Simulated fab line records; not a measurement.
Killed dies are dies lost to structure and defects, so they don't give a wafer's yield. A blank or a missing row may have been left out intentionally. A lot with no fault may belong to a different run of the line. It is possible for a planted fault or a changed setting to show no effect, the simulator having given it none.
Matching of chambers	flow n5_finfet	4 sister chambers for N5_BEOL_M3_ETCH_69 on rie_diel-01
The step etches SiARC in CF4, target depth 15.6 nm, time 26 s. 4 wafers are shown with their chamber, then 11 later ones without.

WAFERS WITH THEIR CHAMBER
wafer	chamber	drypump_motor_current_A (A)
L083.6	3	5.4
L085.5	1	5.8
L084.6	0	6.5
L089.1	2	5.7

WAFERS MISSING THEIR CHAMBER
wafer	drypump_motor_current_A (A)
L089.2	6.4
L089.3	5.4
L093.1	6.4
L093.5	5.4
L093.6	6.5
L092.4	6.5
L092.5	5.7
L092.6	5.4
L097.1	6.5
L097.2	5.8
L097.3	5.7

CHAMBER TAKEN BY EACH
wafer	from the rows above	in truth
L089.2	0	0
L089.3	3	3
L093.1	0	0
L093.5	3	3
L093.6	0	0
L092.4	0	0
L092.5	2	2
L092.6	3	3
L097.1	0	0
L097.2	1	1
L097.3	2	2
Placed correctly: 11 of 11. Not placeable from these rows: 0. Placed wrongly: 0.
How it was worked out, from the rows above alone: a wafer's distance from a chamber is the root of the sum, over the readings, of the square of ((its reading less the chamber's mean) divided by the reading's scatter). The wafer belongs to the nearest chamber; if the next one is less than 2 further off, it can't be placed. The mean given for a chamber averages the wafers shown for that chamber. The scatter: with one shown wafer a chamber, the root of the mean of the squares of how far each hidden wafer lies from its nearest shown one.
